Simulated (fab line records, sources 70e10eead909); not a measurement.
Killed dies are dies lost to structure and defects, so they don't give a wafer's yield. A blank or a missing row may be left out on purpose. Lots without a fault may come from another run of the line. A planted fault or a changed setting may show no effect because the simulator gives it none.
Which tool did it? | flow nand_harc | 11 lots, 31 wafers sampled, at 5 steps of a route of 1159

WHAT THE GAUGES READ, wafer by wafer
NHARC_END_SORT_01.
lot  | measured     | on        | defect_limited_yield (%)
L752 | day 20 16:29 | prober-01 | 95.1 94.2 94.4
L754 | day 21 00:14 | prober-01 | 95.4 95.3 94.1
L759 | day 22 04:19 | prober-02 | 94.8 95.4 95.1
L763 | day 23 12:23 | prober-01 | 94.5 95.0 96.3

WHICH TOOL RAN EACH LOT (tool, then ch and the chambers of the sampled wafers, then the start)
lot  | NHARC_A_STAIRCASE_ETCH_169         | NHARC_A_STAIRCASE_ETCH_170                    | NHARC_A_STAIRCASE_TRIM_12          | NHARC_A_STAIRCASE_TRIM_18
L752 | rie_diel-02 ch 0,1,3, day 11 14:21 | rie_diel-02 ch 0,1, day 11 16:11 or earlier   | rie_diel-11 ch 0,2,3, day 11 16:11 | rie_diel-11 ch 2,3, day 20 16:29 or earlier
L749 | rie_diel-11 ch 2,3, day 11 18:05   | rie_diel-11 ch 0,3, day 11 19:55 or earlier   | rie_diel-11 ch 0,2,3, day 11 19:55 | rie_diel-11 ch 0,1, no start
L754 | rie_diel-02 ch 0,2,3, day 11 20:53 | rie_diel-02 ch 0,2, day 11 22:53 or earlier   | rie_diel-02 ch 0,2,3, day 11 22:53 | rie_diel-02 ch 1,2,3, day 21 00:14 or earlier
L755 | rie_diel-05 ch 0, day 12 18:07     | rie_diel-05 ch 1, day 12 19:59 or earlier     | rie_diel-11 ch 0, day 12 19:59     | rie_diel-11 ch 2, no start
L759 | rie_diel-02 ch 0,1,2, day 13 06:49 | rie_diel-02 ch 0,3, day 13 09:35 or earlier   | rie_diel-02 ch 0,1, day 13 09:35   | rie_diel-02 ch 0,1,2, day 22 04:19 or earlier
L763 | rie_diel-02 ch 2,3, day 14 10:55   | rie_diel-02 ch 0,1,2, day 14 12:53 or earlier | rie_diel-02 ch 2,3, day 14 12:53   | rie_diel-02 ch 1,3, day 23 12:23 or earlier
L764 | rie_diel-05 ch 0,1,2, day 14 22:00 | rie_diel-05 ch 2,3, day 14 23:52 or earlier   | rie_diel-05 ch 0,2, day 14 23:52   | rie_diel-05 ch 0,1,3, no start
L767 | rie_diel-02 ch 0,2, day 15 08:45   | rie_diel-02 ch 1,2, day 15 10:40 or earlier   | rie_diel-02 ch 0,2,3, day 15 10:40 | rie_diel-02 ch 0,1,2, no start
L768 | rie_diel-02 ch 1,2,3, day 15 09:36 | rie_diel-02 ch 0,2,3, day 15 11:25 or earlier | rie_diel-02 ch 0,1,2, day 15 11:25 | rie_diel-02 ch 0,2,3, no start
L769 | rie_diel-02 ch 0,1, day 15 15:39   | rie_diel-02 ch 0,1,3, day 15 17:34 or earlier | rie_diel-11 ch 0,1,2, day 15 17:34 | rie_diel-11 ch 1,2,3, no start
L771 | rie_diel-02 ch 1,2,3, day 16 21:40 | rie_diel-02 ch 1,2,3, day 16 23:21 or earlier | rie_diel-02 ch 2,3, day 16 23:21   | rie_diel-02 ch 2,3, no start
- NHARC_A_STAIRCASE_ETCH_169: etches the open film in CH3F/O2, target depth 50 nm, time 107.1 s.
- NHARC_A_STAIRCASE_ETCH_170: etches the open film in C4F6/O2, target depth 200 nm, time 66.667 s.
- NHARC_A_STAIRCASE_TRIM_12: chemistry O2, time 211.2 s.
- NHARC_A_STAIRCASE_TRIM_18: chemistry O2, time 211.2 s.

THE ANSWER, worked out from the rows above alone
Rule: what is usual is taken from the lots themselves. Put in order of their means at a reading, lots are off if they are a third of the lots or fewer, leave a main group of 4 or more, and stand apart from it by a gap of 3 or more times the standard deviation of the main group's means; of several such gaps the widest counts. A main group whose means are all the same, to the digits that the tables above print for the reading, isn't used. A lot without any number at a reading at which 4 lots or more have one is off too. The other lots that the step has rows for count as sound.
No lot is off at any reading shown: from this, nothing can be told.

WHAT THE SIMULATOR HAD PUT IN
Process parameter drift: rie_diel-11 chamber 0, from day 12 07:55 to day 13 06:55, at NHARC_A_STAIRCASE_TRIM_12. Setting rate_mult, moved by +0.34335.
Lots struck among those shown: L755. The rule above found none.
